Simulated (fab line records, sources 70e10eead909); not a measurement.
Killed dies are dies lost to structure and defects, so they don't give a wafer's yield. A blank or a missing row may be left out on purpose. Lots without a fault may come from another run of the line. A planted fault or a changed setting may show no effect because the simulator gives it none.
Tool commonality check | flow nand_harc | 11 lots, 33 wafers sampled

WHY IT WAS OPENED
At NHARC_A_M0_CD_MEAS_09 the reading cd_nm is flagged on 2 of 11 lots. Wafers without a fault read 80.1 nm, standard deviation 0.61.
Rule: a lot is flagged when every wafer of it that has a number lies more than 4 standard deviations from that mean, or none has a number. The other lots count as sound.

lot  | measured     | on        | cd_nm (nm), wafer by wafer | flag
L887 | day 23 15:49 | cd_sem-02 | 79.5 79.8 80.0             |
L889 | day 24 06:53 | cd_sem-01 | 79.4 79.6 79.9             |
L886 | day 24 13:11 | cd_sem-02 | 79.4 79.6 80.0             |
L891 | day 25 21:08 | cd_sem-02 | 79.4 79.6 80.3             |
L893 | day 26 19:04 | cd_sem-03 | 81.4 80.4 81.0             |
L897 | day 28 02:01 | cd_sem-02 | 79.1 79.4 79.2             |
L900 | day 30 08:14 | cd_sem-02 | 107.3 107.7 107.1          | FLAGGED
L902 | day 30 15:34 | cd_sem-01 | 104.0 103.5 103.8          | FLAGGED
L905 | day 30 22:27 | cd_sem-02 | 80.5 80.1 80.8             |
L906 | day 31 13:18 | cd_sem-03 | 80.8 80.8 80.2             |
L907 | day 32 04:13 | cd_sem-01 | 80.7 80.4 80.4             |
The numbers of the flagged lots are 105.6 nm on average: +25.5 nm against the usual, or +42 standard deviations.

WHICH TOOL RAN EACH LOT
The record holds 2 process steps before the reading, out of a route of 1302 steps. In each cell: the tool, then ch and the chambers that the sampled wafers went through, then the start.
lot  | flag    | NHARC_A_BLC_STRIP_29               | NHARC_A_M0_EXPOSE_06
L887 |         | rie_diel-11 ch 0,3, day 23 13:06   | arfi_scanner-01 ch 0, day 23 15:40
L889 |         | rie_diel-06 ch 0,2,3, day 24 04:13 | arfi_scanner-01 ch 0, day 24 06:45
L886 |         | rie_diel-11 ch 0,2,3, day 24 10:16 | arfi_scanner-03 ch 0, day 24 13:02
L891 |         | rie_diel-11 ch 2,3, day 25 18:18   | arfi_scanner-02 ch 0, day 25 21:00
L893 |         | rie_diel-09 ch 0,1, day 26 16:20   | arfi_scanner-02 ch 0, day 26 18:56
L897 |         | rie_diel-06 ch 0,1,2, day 27 23:12 | arfi_scanner-03 ch 0, day 28 01:53
L900 | FLAGGED | rie_diel-06 ch 0,1, day 30 05:17   | arfi_scanner-03 ch 0, day 30 08:07
L902 | FLAGGED | rie_diel-11 ch 1,2, day 30 12:52   | arfi_scanner-03 ch 0, day 30 15:25
L905 |         | rie_diel-06 ch 0,2, day 30 19:37   | arfi_scanner-02 ch 0, day 30 22:18
L906 |         | rie_diel-06 ch 0,3, day 31 10:35   | arfi_scanner-02 ch 0, day 31 13:10
L907 |         | rie_diel-09 ch 1,3, day 32 01:22   | arfi_scanner-01 ch 0, day 32 04:04
What these steps do:
- NHARC_A_BLC_STRIP_29: strips in CF4.
- NHARC_A_M0_EXPOSE_06: exposes mask A M0, target cd 80 nm.
- NHARC_A_M0_CD_MEAS_09: target cd 80 nm.

FLAGGED OVER TOTAL, TOOL BY TOOL (the gauges that took the reading come last)
step                  | tool            | lots run | flagged | share of the flagged lots | sound lots run after its first flagged lot
NHARC_A_BLC_STRIP_29  | rie_diel-06     | 5        | 1       | some                      | 2 (L905,L906)
NHARC_A_BLC_STRIP_29  | rie_diel-09     | 2        | 0       | none                      | -
NHARC_A_BLC_STRIP_29  | rie_diel-11     | 4        | 1       | some                      | 0
NHARC_A_M0_EXPOSE_06  | arfi_scanner-01 | 3        | 0       | none                      | -
NHARC_A_M0_EXPOSE_06  | arfi_scanner-02 | 4        | 0       | none                      | -
NHARC_A_M0_EXPOSE_06  | arfi_scanner-03 | 4        | 2       | all                       | 0
NHARC_A_M0_CD_MEAS_09 | cd_sem-01       | 3        | 1       | some                      | 1 (L907)
NHARC_A_M0_CD_MEAS_09 | cd_sem-02       | 6        | 1       | some                      | 1 (L905)
NHARC_A_M0_CD_MEAS_09 | cd_sem-03       | 2        | 0       | none                      | -

WHAT THE TABLE ALLOWS
1 row of the table ran every flagged lot: arfi_scanner-03 at NHARC_A_M0_EXPOSE_06.
- arfi_scanner-03 at NHARC_A_M0_EXPOSE_06: 2 of its 4 lots flagged. Its last sound lot is L897 (day 28 01:53), its first flagged lot L900 (day 30 08:07): a fault that began between those two fits. Its own readings lie more than 4 standard deviations out on every wafer of the flagged lots: exposure_dose_mJ_cm2.
One tool is left: arfi_scanner-03 at NHARC_A_M0_EXPOSE_06.

WHAT THE SIMULATOR HAD PUT IN
Process parameter drift: arfi_scanner-03, from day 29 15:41 on, at NHARC_A_M0_EXPOSE_06. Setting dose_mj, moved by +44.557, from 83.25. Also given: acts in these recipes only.
Lots struck among those shown: L900, L902. The rule above found the same.
